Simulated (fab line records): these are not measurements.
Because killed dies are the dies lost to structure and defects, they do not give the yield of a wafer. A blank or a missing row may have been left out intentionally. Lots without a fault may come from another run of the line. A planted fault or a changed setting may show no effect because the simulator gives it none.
Split-lot study || flow n5Finfet || on a route of 1938 steps: 7 lots, 21 wafers read

## THE SPLIT
At N5_BEOL_M3_EXPOSE_08 (exposes mask M3), the setting doseMj was moved away from the recipe's 33 on 7 of the 21 wafers read, by -4.4% to +3.8%. This setting was run at the recipe's value on the other wafers.

## FROM THE SPLIT TO THE READING: what the file shows between them, 2 steps
- N5_BEOL_M3_PEB_09: peb time 60 s
- N5_BEOL_M3_DEVELOP_10: develop time 30 s

## THE READING
At N5_BEOL_M3_CD_MEAS_11: cdNm in nanometres, against a target cd of 17.05 nm. Typical for fault-free wafers on this fab line: 17.14 nm, with standard deviation 0.26 nm.

{"wafer": "L074.2", "tool, chamber at the split": "euvScanner-01, 0", "doseMj as run": 33, "against the recipe": "recipe", "cdNm, nm": 17.19, "against lot-mates on the recipe": "-"}
{"wafer": "L074.4", "tool, chamber at the split": "euvScanner-01, 0", "doseMj as run": 34.24, "against the recipe": "+3.8%", "cdNm, nm": 17.83, "against lot-mates on the recipe": "+0.68"}
{"wafer": "L074.5", "tool, chamber at the split": "euvScanner-01, 0", "doseMj as run": 33, "against the recipe": "recipe", "cdNm, nm": 17.11, "against lot-mates on the recipe": "-"}
{"wafer": "L079.1", "tool, chamber at the split": "euvScanner-02, 0", "doseMj as run": 33, "against the recipe": "recipe", "cdNm, nm": 17.41, "against lot-mates on the recipe": "-"}
{"wafer": "L079.2", "tool, chamber at the split": "euvScanner-02, 0", "doseMj as run": 33, "against the recipe": "recipe", "cdNm, nm": 16.89, "against lot-mates on the recipe": "-"}
{"wafer": "L079.5", "tool, chamber at the split": "euvScanner-02, 0", "doseMj as run": 31.54, "against the recipe": "-4.4%", "cdNm, nm": 16.11, "against lot-mates on the recipe": -1.04}
{"wafer": "L084.4", "tool, chamber at the split": "euvScanner-01, 0", "doseMj as run": 33.98, "against the recipe": "+3.0%", "cdNm, nm": 17.48, "against lot-mates on the recipe": "+0.50"}
{"wafer": "L084.5", "tool, chamber at the split": "euvScanner-01, 0", "doseMj as run": 33, "against the recipe": "recipe", "cdNm, nm": 16.98, "against lot-mates on the recipe": "-"}
{"wafer": "L084.6", "tool, chamber at the split": "euvScanner-01, 0", "doseMj as run": 33.98, "against the recipe": "+3.0%", "cdNm, nm": 17.92, "against lot-mates on the recipe": "+0.94"}
{"wafer": "L086.4", "tool, chamber at the split": "euvScanner-02, 0", "doseMj as run": 33, "against the recipe": "recipe", "cdNm, nm": 16.98, "against lot-mates on the recipe": "-"}
{"wafer": "L086.5", "tool, chamber at the split": "euvScanner-02, 0", "doseMj as run": 34.14, "against the recipe": "+3.5%", "cdNm, nm": 17.92, "against lot-mates on the recipe": "+0.88"}
{"wafer": "L086.6", "tool, chamber at the split": "euvScanner-02, 0", "doseMj as run": 33, "against the recipe": "recipe", "cdNm, nm": 17.11, "against lot-mates on the recipe": "-"}
{"wafer": "L089.3", "tool, chamber at the split": "euvScanner-01, 0", "doseMj as run": 33, "against the recipe": "recipe", "cdNm, nm": 17.15, "against lot-mates on the recipe": "-"}
{"wafer": "L089.4", "tool, chamber at the split": "euvScanner-01, 0", "doseMj as run": 33, "against the recipe": "recipe", "cdNm, nm": 17.13, "against lot-mates on the recipe": "-"}
{"wafer": "L089.6", "tool, chamber at the split": "euvScanner-01, 0", "doseMj as run": 33, "against the recipe": "recipe", "cdNm, nm": 17.30, "against lot-mates on the recipe": "-"}
{"wafer": "L093.1", "tool, chamber at the split": "euvScanner-02, 0", "doseMj as run": 33, "against the recipe": "recipe", "cdNm, nm": 16.94, "against lot-mates on the recipe": "-"}
{"wafer": "L093.4", "tool, chamber at the split": "euvScanner-02, 0", "doseMj as run": 33, "against the recipe": "recipe", "cdNm, nm": 16.08, "against lot-mates on the recipe": "-"}
{"wafer": "L093.5", "tool, chamber at the split": "euvScanner-02, 0", "doseMj as run": 33, "against the recipe": "recipe", "cdNm, nm": 16.63, "against lot-mates on the recipe": "-"}
{"wafer": "L096.1", "tool, chamber at the split": "euvScanner-01, 0", "doseMj as run": 31.79, "against the recipe": "-3.7%", "cdNm, nm": 16.53, "against lot-mates on the recipe": -1.11}
{"wafer": "L096.2", "tool, chamber at the split": "euvScanner-01, 0", "doseMj as run": 31.79, "against the recipe": "-3.7%", "cdNm, nm": 16.41, "against lot-mates on the recipe": -1.23}
{"wafer": "L096.6", "tool, chamber at the split": "euvScanner-01, 0", "doseMj as run": 33, "against the recipe": "recipe", "cdNm, nm": 17.64, "against lot-mates on the recipe": "-"}

FIT RESULTS
A straight line over all 21 wafers: cdNm changes by +0.202 nm for each +1% of doseMj; r = +0.81; the points scatter about the line by 0.32 nm.
The same after taking each lot's own level away (the mean of its wafers on the recipe; 21 wafers): +0.256 nm for each +1%; r = +0.94; scatter 0.21 nm.
The reading moves by 1.1 nm for the largest change in doseMj, on that fit.
The lots' own levels span 16.550 to 17.640 nm, that is 4.2 times the standard deviation above.
Thus the slope moves with the lot-to-lot level: the two fits are different.
Check: -1.22 nm against its lot-mates is what the line predicts for one of the wafers moved furthest among these (-4.4%) when that wafer is left out of the fit. It came out at -1.04 nm against them.

## THESE WAFERS: OTHER SPLITS
Other splits were also applied to these wafers ahead of the reading. Each is held against what the fit with the lots' levels taken away leaves over:
{"other split on the same wafers": "N5_BEOL_M0_SAQP_DEVELOP_13 developTimeS", "wafers away from the commonest value": 10, "r with cdNm (lot level and that fit taken away)": -0.21}
{"other split on the same wafers": "N5_BEOL_M1_TRENCH_ETCH_37 biasW", "wafers away from the commonest value": 5, "r with cdNm (lot level and that fit taken away)": "+0.06"}
{"other split on the same wafers": "N5_BEOL_M3_COAT_05 spinRpm", "wafers away from the commonest value": 12, "r with cdNm (lot level and that fit taken away)": "+0.07"}

## THE WHOLE CHAIN: every reading that the file lists as answering this split, in the file's order
{"step": "N5_BEOL_M3_CD_MEAS_11", "what it does": "target cd 17.05 nm", "reading": "cdNm", "change (the file's fit)": "+0.244 nm for each +1% of the setting", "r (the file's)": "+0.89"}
{"step": "N5_BEOL_M3_ETCH_74", "what it does": "etches underlayer in N2/H2, target depth 6.5 nm, time 5.2 s", "reading": "BEOL_M3.cdOffsetNm (the simulator's own value, which no gauge read)", "change (the file's fit)": "+0.241 nm for each +1% of the setting", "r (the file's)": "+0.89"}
{"step": "N5_BEOL_M3_ETCH_63", "what it does": "etches SiARC in CF4, target depth 15.6 nm, time 26 s", "reading": "BEOL_M3.cdOffsetNm (the simulator's own value, which no gauge read)", "change (the file's fit)": "+0.221 nm for each +1% of the setting", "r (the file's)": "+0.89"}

## THE FILE'S OWN FIT
cdNm changes by +0.244 nm for each +1% of doseMj, r = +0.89.
